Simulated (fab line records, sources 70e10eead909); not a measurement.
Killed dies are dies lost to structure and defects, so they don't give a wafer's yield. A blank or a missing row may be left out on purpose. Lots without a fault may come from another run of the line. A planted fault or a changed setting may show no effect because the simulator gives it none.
fab line records | flow nand_harc
record lots=5 wafers=15 last_day=23
route steps=1159 shown A_BLC@969 A_M0@994
lots that met no fault: from a run of the same line without faults
start_h: hours from the record's first day to the start of the lot's first wafer shown | wait_h: hours since the lot's step before | " the same as in the row above | L1.1+2: a row that stands for several wafers | - no value, or no start given | * or withheld: withheld | < > ~ a bound
route shown NAME@n: a module of which the file shows steps, and the number in the route of the first | usual: mean/standard deviation of fault-free wafers | same: alike in all rows | chamber/n: place in a boat | sites: the reading at each site | _std_site: their standard deviation | _edge_site: outer sites' mean less inner sites' | radius_mm: how far each site lies from the wafer's centre | mask NAME#n: copy n | behind: the tool/chamber that last shaped the wafer | hold: why the lot was held/for how many hours/how that ended | device: the transistor (n, p or np) that didn't switch | end of line: the same wafers' tests at the end of the route | a step without rows: its recipe alone | killed: dies lost to structure and defects at the first sort, not the wafer's yield | map: a wafer's dies, x killed, . not, _ none there
set.NAME: the setting as run; set.NAME@STEP: as run at that earlier step | model.NAME: the simulator's own value behind a step, which no gauge read
lots at some steps of the route; a table a step, a row a wafer
services: from which hour (start_h, from the record's first day; less than 0 if before it) a tool's chamber was out of use, for how many hours, and why
## steps
# step NHARC_A_BLC_SOFTBAKE_05
# recipe temp_c=105 time_s=55
# same time_s=55
# columns lot.wafer tool chamber start_h wait_h
L074.3+4+6 litho_track-06 0 - -
L079.2+3+5 litho_track-04 0 - -
L084.2+3+5 litho_track-06 0 - -
L080.2+3+4 litho_track-06 0 - -
L091.2+5+6 litho_track-04 0 - -
# step NHARC_A_BLC_EBR_06
# columns lot.wafer tool chamber start_h wait_h
L074.3+4+6 litho_track-06 0 - -
L079.2+3+5 litho_track-04 0 - -
L084.2+3+5 litho_track-06 0 - -
L080.2+3+4 litho_track-06 0 - -
L091.2+5+6 litho_track-04 0 - -
# step NHARC_A_BLC_EXPOSE_07
# recipe na=1.35 target_cd_nm=100 dose_mj=67.97 mask_id=A_BLC
# columns lot.wafer tool chamber start_h wait_h mask
L074.3+4+6 arfi_scanner-03 0 396.47 - A_BLC#0
L079.2+3+5 arfi_scanner-01 0 405.65 - A_BLC#0
L084.2+3+5 arfi_scanner-03 0 444.03 - A_BLC#0
L080.2+3+4 arfi_scanner-01 0 444.81 - A_BLC#0
L091.2+5+6 arfi_scanner-03 0 490.53 - A_BLC#0
# step NHARC_A_BLC_PEB_08
# recipe peb_temp_c=100 peb_time_s=65
# columns lot.wafer tool chamber start_h wait_h
L074.3+4+6 litho_track-01 0 396.52 0.0
L079.2+3+5 litho_track-04 0 405.70 0.1
L084.2+3+5 litho_track-04 0 444.10 0.1
L080.2+3+4 litho_track-04 0 444.86 0.1
L091.2+5+6 litho_track-06 0 490.59 0.1
# step NHARC_A_BLC_DEVELOP_09
# recipe develop_time_s=35 dev_temp_c=23
# columns lot.wafer tool chamber start_h wait_h
L074.3+4+6 litho_track-01 0 - -
L079.2+3+5 litho_track-04 0 - -
L084.2+3+5 litho_track-04 0 - -
L080.2+3+4 litho_track-04 0 - -
L091.2+5+6 litho_track-06 0 - -
# step NHARC_A_BLC_CD_MEAS_10
# recipe target_cd_nm=100 landing_energy_ev=500
# usual cd_nm=100.0/0.51
# same landing_energy_ev=500
# columns lot.wafer tool chamber start_h wait_h cd_nm
L074.3 cd_sem-01 0 396.60 - 99.5
L074.4 " 0 " " 99.3
L074.6 " 0 " " 100.1
L079.2 cd_sem-01 0 405.78 - 99.8
L079.3 " 0 " " 100.0
L079.5 " 0 " " 100.2
L084.2 cd_sem-02 0 444.18 - 99.3
L084.3 " 0 " " 98.2
L084.5 " 0 " " 99.5
L080.2 cd_sem-03 0 444.94 - 99.4
L080.3 " 0 " " 100.2
L080.4 " 0 " " 100.0
L091.2 cd_sem-03 0 490.67 - 100.0
L091.5 " 0 " " 99.6
L091.6 " 0 " " 100.6
# step NHARC_A_BLC_OVL_MEAS_11
# usual overlay_x_nm=0.1/0.84 overlay_y_nm=-0.2/1.1
# columns lot.wafer tool chamber start_h wait_h overlay_x_nm overlay_y_nm
L074.3 overlay-01 - 396.70 - 1.0 -2.2
L074.4 " - " " 0.7 -1.3
L074.6 " - " " 0.4 -2.1
L079.2 overlay-01 - 405.87 - -1.3 0.2
L079.3 " - " " -1.7 0.2
L079.5 " - " " -1.4 0.5
L084.2 overlay-01 - 444.26 - 0.3 -0.1
L084.3 " - " " 1.2 -0.7
L084.5 " - " " 0.9 -1.0
L080.2 overlay-02 - 445.03 - 1.4 1.1
L080.3 " - " " 2.2 1.3
L080.4 " - " " 1.5 1.5
L091.2 overlay-02 - 490.76 - 0.7 2.6
L091.5 " - " " 1.4 2.4
L091.6 " - " " 0.7 2.8
# step NHARC_A_BLC_INSPECT_12
# usual raw_defect_count=30/11
# columns lot.wafer tool chamber start_h wait_h raw_defect_count
L074.3 defect_inspect-01 - 396.74 0.0 32
L074.4 " - " " 39
L074.6 " - " " 40
L079.2 defect_inspect-01 - 405.91 0.0 19
L079.3 " - " " 21
L079.5 " - " " 22
L084.2 defect_inspect-02 - 444.30 0.0 13
L084.3 " - " " 25
L084.5 " - " " 25
L080.2 defect_inspect-01 - 445.07 0.0 23
L080.3 " - " " 25
L080.4 " - " " 33
L091.2 defect_inspect-01 - 490.79 0.0 36
L091.5 " - " " 28
L091.6 " - " " 23
# step NHARC_A_BLC_DESCUM_15
# recipe time_s=3 o2_flow_sccm=200 ar_flow_sccm=0 bias_power_w=0 chemistry=O2
# usual drypump_motor_current_A=5.5/0.46 oes_product_au=0.998/0.011 rf_vpp_V=57.7/0.81 showerhead_plenum_p_Torr=1.90/0.068 throttle_valve_pct=11.310/0.01
# same time_s=3
# columns lot.wafer tool chamber start_h wait_h drypump_motor_current_A oes_product_au rf_hours_counter_h rf_vpp_V showerhead_plenum_p_Torr throttle_valve_pct
L074.3 rie_diel-11 0 396.81 0.1 6.5 1.013 2 57.1 1.81 11.327
L074.4 " 1 " " 5.0 1.000 2 57.6 2.01 11.313
L074.6 " 2 " " 5.8 0.980 - 57.9 1.88 11.319
L079.2 rie_diel-01 3 405.97 0.1 5.2 0.991 11 58.1 1.95 11.307
L079.3 " 0 " " 5.5 0.991 10 57.4 1.92 11.313
L079.5 " 3 " " 5.2 0.992 - 59.3 1.95 11.309
L084.2 rie_diel-11 3 444.38 0.1 6.3 0.987 6 58.0 1.81 11.292
L084.3 " 0 " " 6.5 1.001 6 58.4 1.81 11.298
L084.5 " 2 " " 5.8 0.991 - 57.4 1.88 11.328
L080.4 rie_diel-01 1 445.13 0.1 5.1 1.009 13 57.1 1.84 11.304
L080.2 " 3 " " 5.2 0.991 14 58.3 1.95 11.304
L080.3 " 0 " " 5.5 0.993 14 57.6 1.91 11.328
L091.2 rie_diel-11 3 490.87 0.1 6.2 0.977 10 57.8 1.81 11.315
L091.6 " 1 " " 5.0 1.007 - 57.7 2.01 11.293
L091.5 " 2 " " 5.8 0.993 - 56.3 1.88 11.302
# step NHARC_A_BLC_ETCH_16
# recipe target_depth_a=390 over_etch_frac=0.3 time_s=65 ion_energy_ev=80 cf4_flow_sccm=150 ar_flow_sccm=0 rf_w=300 bias_w=100 chemistry=CF4
# usual cf4_flow_sccm=150.0/0.43 drypump_motor_current_A=5.6/0.46 oes_product_au=0.996/0.01 rf_vpp_V=151.2/1.2 showerhead_plenum_p_Torr=1.76/0.058 throttle_valve_pct=13.284/0.0088
# same time_s=65
# columns lot.wafer tool chamber start_h wait_h cf4_flow_sccm drypump_motor_current_A oes_product_au rf_hours_counter_h rf_vpp_V showerhead_plenum_p_Torr throttle_valve_pct
L074.4 rie_diel-11 3 396.88 0.1 149.6 6.2 0.992 2 150.5 1.68 13.298
L074.3 " 1 " " 150.3 5.0 1.004 2 152.5 1.85 13.292
L074.6 " 3 " " 149.6 6.2 0.992 - 151.4 1.68 13.277
L079.3 rie_diel-01 3 406.06 0.1 150.1 5.2 0.988 11 152.8 1.80 13.284
L079.2 " 1 " " 149.1 5.1 0.997 10 150.9 1.70 13.290
L079.5 " 3 " " 150.9 5.2 0.991 - 153.6 1.80 13.296
L084.2 rie_diel-11 0 444.46 0.1 150.5 6.5 1.011 6 151.2 1.68 13.288
L084.3 " 1 " " 149.7 5.0 0.984 6 151.9 1.85 13.281
L084.5 " 2 " " 150.1 5.8 0.991 - 150.0 1.74 13.298
L080.4 rie_diel-01 0 445.22 0.1 151.0 5.5 0.988 14 151.5 1.77 13.289
L080.3 " 1 " " 150.7 5.0 1.001 13 149.9 1.70 13.281
L080.2 " 2 " " 149.9 5.5 1.011 13 152.2 1.79 13.291
L091.2 rie_diel-11 2 490.95 0.1 150.0 5.8 0.992 11 149.8 1.74 13.274
L091.5 " 1 " " 149.5 5.0 1.004 - 151.5 1.85 13.293
L091.6 " 2 " " 149.6 5.8 0.990 - 151.5 1.74 13.293
# step NHARC_A_BLC_ETCH_17
# recipe target_depth_a=3900 over_etch_frac=0.25 time_s=609.38 ion_energy_ev=200 n2_flow_sccm=150 h2_flow_sccm=150 ar_flow_sccm=0 rf_w=400 bias_w=150 chemistry=N2/H2
# usual drypump_motor_current_A=5.5/0.45 oes_product_au=0.996/0.0098 rf_vpp_V=430.1/2.2 showerhead_plenum_p_Torr=2.03/0.073 throttle_valve_pct=14.170/0.0092
# same time_s=609.38
# columns lot.wafer tool chamber start_h wait_h drypump_motor_current_A oes_product_au rf_hours_counter_h rf_vpp_V showerhead_plenum_p_Torr throttle_valve_pct
L074.4 rie_diel-11 1 - - 5.0 1.005 2 434.6 2.15 14.166
L074.3 " 0 " " 6.5 1.013 2 426.7 1.93 14.173
L074.6 " 2 " " 5.8 0.997 - 427.8 2.01 14.178
L079.3 rie_diel-01 0 - - 5.5 1.000 10 430.3 2.04 14.168
L079.2 " 2 " " 5.5 1.002 11 430.3 2.07 14.156
L079.5 " 3 " " 5.2 0.997 - 431.2 2.08 14.177
L084.3 rie_diel-11 0 - - 6.5 0.994 6 427.6 1.93 14.171
L084.2 " 3 " " 6.2 0.980 6 427.2 1.92 14.169
L084.5 " 0 " " 6.4 1.002 - 425.5 1.93 14.180
L080.3 rie_diel-01 2 - - 5.5 1.001 14 431.5 2.07 14.188
L080.2 " 3 " " 5.2 0.986 14 432.5 2.08 14.169
L080.4 " 0 " " 5.5 0.979 14 431.5 2.04 14.163
L091.2 rie_diel-11 3 - - 6.2 0.992 11 427.5 1.92 14.154
L091.5 " 2 " " 5.8 0.983 - 429.4 2.00 14.173
L091.6 " 3 " " 6.2 0.984 - 427.6 1.92 14.164
# step NHARC_A_BLC_ETCH_18
# recipe target_depth_a=9100 c4f8_flow_sccm=20 o2_flow_sccm=10 ar_flow_sccm=withheld rf_w=600 bias_w=1500 chemistry=C4F8/O2/Ar
# usual oes_product_au=0.946/0.024 rf_vpp_V=977/4.6
# columns lot.wafer tool chamber start_h wait_h oes_product_au rf_hours_counter_h rf_vpp_V
L074.3 rie_diel-11 2 - - 0.956 2 975
L074.4 " 3 " " 0.953 2 971
L074.6 " 2 " " 0.950 - 976
L079.3 rie_diel-01 0 - - 0.919 10 979
L079.2 " 2 " " 0.915 11 981
L079.5 " 0 " " 0.925 - 977
L084.2 rie_diel-11 3 - - 0.962 6 971
L084.3 " 0 " " 0.984 6 971
L084.5 " 0 " " 0.987 - 971
L080.4 rie_diel-01 3 - - 0.910 15 981
L080.2 " 0 " " 0.919 14 978
L080.3 " 1 " " 0.927 13 973
L091.2 rie_diel-11 1 - - 0.953 11 985
L091.5 " 1 " " 0.957 - 985
L091.6 " 2 " " 0.939 - 976
# step NHARC_A_BLC_CD_MEAS_19
# usual cd_nm=99.3/2.2
# columns lot.wafer tool chamber start_h wait_h cd_nm
L074.3 cd_sem-02 - 397.77 - 98.2
L074.4 " - " " 97.8
L074.6 " - " " 98.2
L079.2 cd_sem-02 - 406.94 - 103.1
L079.3 " - " " 95.6
L079.5 " - " " 98.4
L084.2 cd_sem-03 - 445.33 - 102.2
L084.3 " - " " 99.3
L084.5 " - " " 99.9
L080.2 cd_sem-03 - 446.10 - 97.8
L080.3 " - " " 99.2
L080.4 " - " " 99.3
L091.2 cd_sem-03 - 491.84 - 101.5
L091.5 " - " " 99.1
L091.6 " - " " 98.3
# step NHARC_A_BLC_STRIP_29
# recipe cf4_flow_sccm=150 ar_flow_sccm=0 bias_w=0 chemistry=CF4
# usual cf4_flow_sccm=150.0/0.44 drypump_motor_current_A=5.7/0.52 oes_product_au=0.996/0.01 rf_vpp_V=59.3/0.94 showerhead_plenum_p_Torr=1.75/0.062 throttle_valve_pct=13.283/0.0092
# columns lot.wafer tool chamber start_h wait_h cf4_flow_sccm drypump_motor_current_A oes_product_au rf_hours_counter_h rf_vpp_V showerhead_plenum_p_Torr throttle_valve_pct
L074.4 rie_diel-01 2 397.88 0.1 150.5 5.5 1.004 10 59.5 1.79 13.280
L074.3 " 3 " " 149.4 5.2 0.986 10 60.4 1.80 13.278
L074.6 " 0 " " 149.8 5.5 1.008 - 58.0 1.77 13.278
L079.2 rie_diel-11 0 407.03 0.1 150.2 6.5 1.010 2 59.6 1.68 13.270
L079.3 " 1 " " 150.8 5.0 0.996 3 59.4 1.85 13.279
L079.5 " 2 " " 149.8 5.8 0.994 - 59.3 1.74 13.289
L084.2 rie_diel-11 0 445.41 0.1 150.2 6.4 1.018 6 57.9 1.68 13.307
L084.3 " 2 " " 150.1 5.9 0.986 7 59.1 1.74 13.284
L084.5 " 0 " " 149.7 6.4 1.003 - 57.0 1.68 13.292
L080.2 rie_diel-11 3 446.18 0.1 150.4 6.2 0.975 6 59.6 1.68 13.268
L080.3 " 0 " " 150.6 6.5 1.009 6 60.1 1.68 13.282
L080.4 " 1 " " 149.9 5.0 0.987 7 58.8 1.85 13.285
L091.2 rie_diel-11 1 491.92 0.1 150.7 5.0 0.994 11 61.1 1.85 13.286
L091.5 " 0 " " 149.5 6.5 0.994 - 58.0 1.68 13.285
L091.6 " 1 " " 150.8 5.0 0.995 - 60.9 1.85 13.276
# step NHARC_A_BLC_STRIP_21
# recipe o2_flow_sccm=500 ar_flow_sccm=0 bias_w=0 chemistry=O2
# usual drypump_motor_current_A=5.6/0.51 oes_product_au=0.997/0.011 rf_vpp_V=57.7/0.86 showerhead_plenum_p_Torr=3.50/0.12 throttle_valve_pct=17.037/0.0088
# columns lot.wafer tool chamber start_h wait_h drypump_motor_current_A oes_product_au rf_hours_counter_h rf_vpp_V showerhead_plenum_p_Torr throttle_valve_pct
L074.4 rie_diel-01 1 397.97 0.1 5.1 1.004 9 57.0 3.40 17.038
L074.3 " 3 " " 5.2 0.982 10 58.1 3.60 17.031
L074.6 " 1 " " 5.1 0.994 - 57.2 3.40 17.021
L079.3 rie_diel-11 1 407.11 0.1 5.0 1.005 3 57.6 3.70 17.031
L079.2 " 0 " " 6.5 1.005 2 56.1 3.36 17.034
L079.5 " 1 " " 5.0 1.019 - 58.5 3.70 17.049
L084.3 rie_diel-11 3 445.53 0.1 6.2 0.985 6 58.0 3.35 17.034
L084.2 " 0 " " 6.5 1.014 6 57.3 3.35 17.035
L084.5 " 2 " " 5.8 0.979 - 58.4 3.48 17.029
L080.3 rie_diel-11 0 446.29 0.1 6.5 1.016 6 58.4 3.35 17.022
L080.2 " 1 " " 5.0 0.991 7 58.6 3.70 17.049
L080.4 " 2 " " 5.8 0.995 7 58.3 3.47 17.041
L091.2 rie_diel-11 1 492.04 0.1 5.0 0.988 11 57.9 3.69 17.049
L091.6 " 2 " " 5.9 0.982 - 58.2 3.47 17.028
L091.5 " 3 " " 6.2 0.979 - 56.7 3.35 17.043
# step NHARC_A_BLC_STRIP_22
# recipe time_s=600 temp_c=30 chemistry=post_etch_residue_remover
# usual temp_c=29.99/0.099
# same time_s=600
# columns lot.wafer tool chamber start_h wait_h temp_c
L074.3 wet_bench-09 6 398.12 - 30.05
L074.6 " 1 " " 29.95
L074.4 " 2 " " 30.06
L079.3 wet_bench-01 6 407.27 - 29.92
L079.5 " 1 " " 30.07
L079.2 " 2 " " 29.93
L084.3 wet_bench-09 4 445.68 - 30.05
L084.5 " 5 " " 30.06
L084.2 " 6 " " 29.99
L080.2 wet_bench-09 5 446.44 - 30.18
L080.4 " 6 " " 29.94
L080.3 " 0 " " 30.09
L091.5 wet_bench-01 5 492.19 - 30.16
L091.6 " 6 " " 29.94
L091.2 " 0 " " 30.11
# step NHARC_A_BLC_DEGAS_30
# recipe temp_c=300 time_s=60
# usual heater_power_w=472/49
# same time_s=60
# columns lot.wafer tool chamber start_h wait_h heater_power_w
L074.3 pvd_sputter-01 - 398.39 - 557
L074.4 " - " " 438
L074.6 " - " " 411
L079.2 pvd_sputter-02 - 407.53 - 498
L079.3 " - " " 479
L079.5 " - " " 471
L084.2 pvd_sputter-02 - 445.94 - 520
L084.3 " - " " 498
L084.5 " - " " 515
L080.2 pvd_sputter-01 - 446.70 - 416
L080.3 " - " " 562
L080.4 " - " " 424
L091.2 pvd_sputter-03 - 492.46 - 523
L091.5 " - " " 449
L091.6 " - " " 531
# step NHARC_A_BLC_PRE_CLEAN_31
# recipe time_s=15 bias_v=250 gas=Ar
# same time_s=15
# columns lot.wafer tool chamber start_h wait_h
L074.3+4+6 pvd_sputter-01 - - -
L079.2+3+5 pvd_sputter-02 - - -
L084.3+2+5 pvd_sputter-02 - - -
L080.4+3+2 pvd_sputter-01 - - -
L091.2+6+5 pvd_sputter-03 - - -
# step NHARC_A_BLC_PVD_32
# recipe target_thk_a=50 chamber_pressure_pa=5 power_w=5000 substrate_temp_c=200 time_s=17.7 material=Ti
# usual cathode_dc_power_W=5000.0/0.93 throttle_valve_pct=30.4/1.3
# same time_s=17.7
# columns lot.wafer tool chamber start_h wait_h cathode_dc_power_W throttle_valve_pct
L074.4 pvd_sputter-01 - - - 4997.3 27.5
L074.3 " - " " 5000.1 29.8
L074.6 " - " " 5000.1 29.8
L079.3 pvd_sputter-02 - - - 5000.3 30.8
L079.2 " - " " 5000.2 31.5
L079.5 " - " " 4999.3 32.4
L084.3 pvd_sputter-02 - - - 5000.0 30.8
L084.2 " - " " 5000.5 31.7
L084.5 " - " " 5000.7 31.4
L080.2 pvd_sputter-01 - - - 5000.6 32.7
L080.3 " - " " 5001.7 30.3
L080.4 " - " " 5000.1 29.6
L091.2 pvd_sputter-03 - - - 4999.0 29.9
L091.5 " - " " 5001.0 29.8
L091.6 " - " " 4999.7 30.7
# step NHARC_A_BLC_ALD_23
# recipe target_thk_a=30 pulse_time_s=1 ald_cycles=150 temp_c=450 material=TiN
# usual heater_power_w=1044/78 precursor_pulse_height_rel=1.001/0.022
# same ald_cycles=150
# columns lot.wafer tool chamber start_h wait_h heater_power_w precursor_pulse_height_rel
L074.4 ald_metal-02 3 398.65 - 1180 1.003
L074.3 " 2 " " 953 1.000
L074.6 " 3 " " 1176 1.004
L079.3 ald_metal-01 3 407.79 - 1011 0.984
L079.2 " 0 " " 1117 1.012
L079.5 " 3 " " 1005 0.956
L084.3 ald_metal-02 3 446.22 - 1125 0.992
L084.2 " 0 " " 1072 1.035
L084.5 " 2 " " 952 1.016
L080.3 ald_metal-04 1 446.94 - 994 1.003
L080.4 " 3 " " 975 1.003
L080.2 " 0 " " 1036 0.999
L091.2 ald_metal-01 1 492.73 - 1144 1.001
L091.6 " 3 " " 1051 1.022
L091.5 " 0 " " 1114 0.991
# step NHARC_A_BLC_CVD_24
# recipe target_thk_a=1500 temp_c=300 pressure_torr=40 wf6_flow_sccm=40 h2_flow_sccm=1600 ar_flow_sccm=1560 time_s=434 material=W
# usual heater_power_w=484/52 throttle_valve_pct=8.02/0.2
# same time_s=434
# columns lot.wafer tool chamber start_h wait_h heater_power_w throttle_valve_pct
L074.4 cvd_w-01 0 - - 519 8.14
L074.3 " 1 " " 512 8.09
L074.6 " 1 " " 525 8.26
L079.2 cvd_w-01 0 - - 519 7.97
L079.3 " 0 " " 514 8.29
L079.5 " 1 " " 516 8.24
L084.2 cvd_w-02 1 - - 404 8.15
L084.3 " 1 " " 396 8.13
L084.5 " 0 " " 461 7.77
L080.2 cvd_w-02 0 - - 465 7.71
L080.4 " 1 " " 396 8.35
L080.3 " 0 " " 452 7.86
L091.2 cvd_w-02 1 - - 399 8.00
L091.5 " 1 " " 403 8.25
L091.6 " 0 " " 465 7.69
# step NHARC_A_BLC_CMP_25
# recipe t_overpolish_s=30 target_thk_nm=150
# usual edge_zone_pressure_frac=1.000/0.0052 motor_current_A=12.3/1.3 overpolish_run_s=30.000/0.0088 time_to_endpoint_s=29.7/2.7
# columns lot.wafer tool chamber start_h wait_h edge_zone_pressure_frac motor_current_A overpolish_run_s time_to_endpoint_s
L074.4 cmp-01 3 399.40 0.3 1.001 11.2 30.005 27.3
L074.3 " 0 " " 1.002 15.6 29.994 31.2
L074.6 " 3 " " 1.002 11.6 30.001 30.1
L079.3 cmp-04 2 410.71 0.3 1.001 10.5 30.010 27.2
L079.2 " 0 " " 1.013 12.7 30.020 30.4
L079.5 " 2 " " 1.006 10.9 30.009 24.0
L084.3 cmp-02 1 449.93 0.3 0.990 14.6 29.987 34.4
L084.2 " 3 " " 1.004 12.6 30.001 37.7
L084.5 " 1 " " 1.000 14.5 29.989 34.0
L080.2 cmp-01 3 450.40 0.4 1.003 10.9 29.998 28.3
L080.3 " 0 " " 0.997 14.8 30.008 30.5
L080.4 " 1 " " 1.002 11.0 29.996 33.7
L091.2 cmp-02 2 495.43 0.5 1.001 12.5 30.003 32.4
L091.5 " 3 " " 0.996 12.3 30.007 29.0
L091.6 " 0 " " 1.006 12.4 30.003 26.9
# step NHARC_A_BLC_SRD_27
# columns lot.wafer tool chamber start_h wait_h
L074.6+3+4 wet_bench-09 3,4,6 399.70 0.0
L079.5+3+2 wet_bench-09 2,4,6 411.04 0.0
L084.5+2+3 wet_bench-09 5,6,2 450.23 0.0
L080.4+3+2 wet_bench-05 7,3,4 450.70 0.0
L091.5+6+2 wet_bench-01 2,3,5 495.67 0.0
# step NHARC_A_BLC_INSPECT_28
# usual raw_defect_count=427/110
# columns lot.wafer tool chamber start_h wait_h raw_defect_count
L074.3 defect_inspect-01 - 399.78 0.1 514
L074.4 " - " " 414
L074.6 " - " " 457
L079.2 defect_inspect-02 - 411.12 0.1 385
L079.3 " - " " 560
L079.5 " - " " 514
L084.2 defect_inspect-01 - 450.31 0.1 284
L084.3 " - " " 600
L084.5 " - " " 442
L080.2 defect_inspect-01 - 450.79 0.1 559
L080.3 " - " " 345
L080.4 " - " " 312
L091.2 defect_inspect-01 - 495.75 0.1 470
L091.5 " - " " 334
L091.6 " - " " 337
# step NHARC_A_M0_DEP_00
# recipe target_thk_a=1500 target_thk_nm=150 temp_c=withheld pressure_torr=5 flow_sccm=200 rf_w=600 material=SiOC
# columns lot.wafer tool chamber start_h wait_h
L074.3+6+4 pecvd-01 1,2,0 399.94 0.2
L079.2+3+5 pecvd-03 0,1,0 411.19 0.1
L084.2+3+5 pecvd-04 2,0,2 450.38 0.1
L080.2+3+4 pecvd-03 1,0,1 450.94 0.2
L091.2+5+6 pecvd-04 0,2,0 496.22 0.5
# step NHARC_A_M0_DEHYDRATE_01
# recipe temp_c=150 time_s=120
# same time_s=120
# columns lot.wafer tool chamber start_h wait_h
L074.3+4+6 litho_track-01 0 400.25 -
L079.2+3+5 litho_track-01 0 411.59 -
L084.2+3+5 litho_track-06 0 450.79 -
L080.2+3+4 litho_track-06 0 451.35 -
L091.2+5+6 litho_track-01 0 496.53 -
# step NHARC_A_M0_HMDS_02
# recipe time_s=30
# same time_s=30
# columns lot.wafer tool chamber start_h wait_h
L074.3+4+6 litho_track-01 0 - -
L079.2+3+5 litho_track-01 0 - -
L084.2+3+5 litho_track-06 0 - -
L080.2+3+4 litho_track-06 0 - -
L091.2+5+6 litho_track-01 0 - -
# step NHARC_A_M0_COAT_33
# recipe temp_c=200 time_s=65
# same time_s=65
# columns lot.wafer tool chamber start_h wait_h
L074.3+4+6 litho_track-01 0 - -
L079.2+3+5 litho_track-01 0 - -
L084.2+3+5 litho_track-06 0 - -
L080.2+3+4 litho_track-06 0 - -
L091.2+5+6 litho_track-01 0 - -
# step NHARC_A_M0_COAT_03
# recipe spin_rpm=1500 resist_thk_nm=90
# columns lot.wafer tool chamber start_h wait_h
L074.3+4+6 litho_track-01 0 - -
L079.2+3+5 litho_track-01 0 - -
L084.2+3+5 litho_track-06 0 - -
L080.2+3+4 litho_track-06 0 - -
L091.2+5+6 litho_track-01 0 - -
# step NHARC_A_M0_SOFTBAKE_04
# recipe temp_c=105 time_s=55
# same time_s=55
# columns lot.wafer tool chamber start_h wait_h
L074.3+4+6 litho_track-01 0 - -
L079.2+3+5 litho_track-01 0 - -
L084.2+3+5 litho_track-06 0 - -
L080.2+3+4 litho_track-06 0 - -
L091.2+5+6 litho_track-01 0 - -
# step NHARC_A_M0_EBR_05
# columns lot.wafer tool chamber start_h wait_h
L074.3+4+6 litho_track-01 0 - -
L079.2+3+5 litho_track-01 0 - -
L084.2+3+5 litho_track-06 0 - -
L080.2+3+4 litho_track-06 0 - -
L091.2+5+6 litho_track-01 0 - -
# step NHARC_A_M0_EXPOSE_06
# recipe na=1.35 target_cd_nm=80 dose_mj=83.25 mask_id=A_M0
# columns lot.wafer tool chamber start_h wait_h mask
L074.3+4+6 arfi_scanner-03 0 400.55 - A_M0#0
L079.2+3+5 arfi_scanner-01 0 411.76 - A_M0#0
L084.2+3+5 arfi_scanner-01 0 451.08 - A_M0#0
L080.2+3+4 arfi_scanner-03 0 451.65 - A_M0#0
L091.2+5+6 arfi_scanner-03 0 496.70 - A_M0#0
# step NHARC_A_M0_PEB_07
# recipe peb_temp_c=100 peb_time_s=65
# columns lot.wafer tool chamber start_h wait_h
L074.3+4+6 litho_track-04 0 400.60 0.0
L079.2+3+5 litho_track-04 0 411.82 0.1
L084.2+3+5 litho_track-04 0 451.13 0.1
L080.2+3+4 litho_track-01 0 451.70 0.1
L091.2+5+6 litho_track-06 0 496.76 0.1
# step NHARC_A_M0_DEVELOP_08
# recipe develop_time_s=35 dev_temp_c=23
# columns lot.wafer tool chamber start_h wait_h
L074.3+4+6 litho_track-04 0 - -
L079.2+3+5 litho_track-04 0 - -
L084.2+3+5 litho_track-04 0 - -
L080.2+3+4 litho_track-01 0 - -
L091.2+5+6 litho_track-06 0 - -
# step NHARC_A_M0_CD_MEAS_09
# recipe target_cd_nm=80 landing_energy_ev=500
# usual cd_nm=80.2/0.6
# same landing_energy_ev=500
# columns lot.wafer tool chamber start_h wait_h cd_nm
L074.3 cd_sem-03 0 400.68 - 79.7
L074.4 " 0 " " 79.8
L074.6 " 0 " " 79.6
L079.2 cd_sem-03 0 411.90 - 79.7
L079.3 " 0 " " 80.1
L079.5 " 0 " " 80.1
L084.2 cd_sem-02 0 451.22 - 81.1
L084.3 " 0 " " 80.3
L084.5 " 0 " " 79.9
L080.2 cd_sem-02 0 451.78 - 79.8
L080.3 " 0 " " 80.4
L080.4 " 0 " " 80.2
L091.2 cd_sem-02 0 496.84 - 81.2
L091.5 " 0 " " 80.2
L091.6 " 0 " " 81.3
# step NHARC_A_M0_OVL_MEAS_10
# recipe pitch_nm=160
# usual overlay_x_nm=-0.3/0.69 overlay_y_nm=0.3/0.77
# columns lot.wafer tool chamber start_h wait_h overlay_x_nm overlay_y_nm
L074.3 overlay-02 - 400.77 - 0.3 0.4
L074.4 " - " " 0.3 0.2
L074.6 " - " " 0.3 0.2
L079.2 overlay-01 - 411.98 - -0.7 0.8
L079.3 " - " " -1.0 0.2
L079.5 " - " " -1.1 0.6
L084.2 overlay-02 - 451.30 - -0.5 -0.9
L084.3 " - " " -1.0 -0.8
L084.5 " - " " -0.7 -0.7
L080.2 overlay-02 - 451.87 - -0.4 0.6
L080.3 " - " " -0.2 0.3
L080.4 " - " " -0.8 1.0
L091.2 overlay-01 - 496.93 - -1.0 0.5
L091.5 " - " " -0.7 0.3
L091.6 " - " " -0.9 0.8
# step NHARC_A_M0_INSPECT_11
# usual raw_defect_count=30/11
# columns lot.wafer tool chamber start_h wait_h raw_defect_count
L074.3 defect_inspect-02 - 400.82 0.1 34
L074.4 " - " " 40
L074.6 " - " " 37
L079.2 defect_inspect-01 - 412.02 0.0 17
L079.3 " - " " 20
L079.5 " - " " 20
L084.2 defect_inspect-01 - 451.34 0.0 15
L084.3 " - " " 20
L084.5 " - " " 22
L080.2 defect_inspect-01 - 451.91 0.0 25
L080.3 " - " " 23
L080.4 " - " " 29
L091.2 defect_inspect-02 - 496.96 0.0 36
L091.5 " - " " 28
L091.6 " - " " 24
## services
# columns tool chamber start_h hours kind
arfi_scanner-03 - 373.18 0.8 repair
cmp-01 - 375.50 4.0 pm
pecvd-04 - 376.18 13.0 pm
cvd_w-02 - 378.99 13.0 pm
pvd_sputter-01 - 379.27 5.1 repair
wet_bench-09 - 382.13 3.8 repair
pvd_sputter-02 - 388.15 2.2 repair
wet_bench-01 - 388.92 2.2 repair
wet_bench-01 - 391.16 8.0 pm
pvd_sputter-02 - 392.00 10.0 pm
pvd_sputter-01 - 415.18 3.1 repair
pvd_sputter-03 - 426.72 1.4 repair
arfi_scanner-03 - 430.83 7.0 repair
litho_track-01 - 443.00 7.0 pm
rie_diel-01 2 457.54 3.1 repair
pvd_sputter-03 - 458.03 10.0 pm
wet_bench-09 - 464.82 8.0 pm
litho_track-06 - 467.00 7.0 pm
rie_diel-01 2 472.67 1.6 repair
arfi_scanner-03 - 484.00 4.0 pm
pvd_sputter-03 - 489.15 2.4 repair
litho_track-04 - 491.00 7.0 pm
rie_diel-01 - 491.80 9.0 pm
arfi_scanner-01 - 491.83 1.6 repair
## key
fault none
